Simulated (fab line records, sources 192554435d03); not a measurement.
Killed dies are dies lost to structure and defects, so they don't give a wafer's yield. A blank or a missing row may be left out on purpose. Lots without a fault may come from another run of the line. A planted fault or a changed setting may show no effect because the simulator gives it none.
Chamber matching | flow n5_finfet | N5_SD_EPI_N_LINER_46 on ald_sin-04: 4 sister chambers
The step material SiNx, target thk 3 nm. 8 wafers are shown with their chamber, then 12 later ones without.

WAFERS WITH THEIR CHAMBER
wafer  | chamber | heater_power_w (W)
L082.2 | 2       | 975
L082.4 | 3       | 865
L082.6 | 3       | 872
L083.1 | 2       | 948
L083.4 | 1       | 751
L085.3 | 0       | 865
L085.4 | 0       | 887
L085.5 | 1       | 729

WAFERS WITHOUT THEIR CHAMBER
wafer  | heater_power_w (W)
L087.1 | 960
L087.2 | 733
L087.5 | 978
L088.2 | 984
L088.4 | 980
L088.5 | 858
L091.2 | 750
L091.3 | 862
L091.6 | 868
L094.1 | 876
L094.2 | 759
L094.6 | 975

WHICH CHAMBER EACH WENT THROUGH
wafer  | from the rows above     | in truth
L087.1 | 2                       | 2
L087.2 | 1                       | 1
L087.5 | 2                       | 2
L088.2 | 2                       | 2
L088.4 | 2                       | 2
L088.5 | can't be placed: 3 or 0 | 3
L091.2 | 1                       | 1
L091.3 | can't be placed: 3 or 0 | 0
L091.6 | can't be placed: 3 or 0 | 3
L094.1 | can't be placed: 0 or 3 | 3
L094.2 | 1                       | 1
L094.6 | 2                       | 2
Placed correctly: 8 of 12. Can't be placed from these rows: 4 (the true chamber is among the candidates in 4). Placed wrongly: 0.
How it was worked out, from the rows above alone: a wafer's distance from a chamber is the root of the sum, over the readings, of the square of ((its reading less the chamber's mean) divided by the reading's scatter). The wafer belongs to the nearest chamber; if the next one is less than 2 further off, it can't be placed. A chamber's mean is the mean of its shown wafers. The scatter: the root of (the sum of the squares of (reading less its chamber's mean) over the shown wafers, divided by (wafers less chambers)).
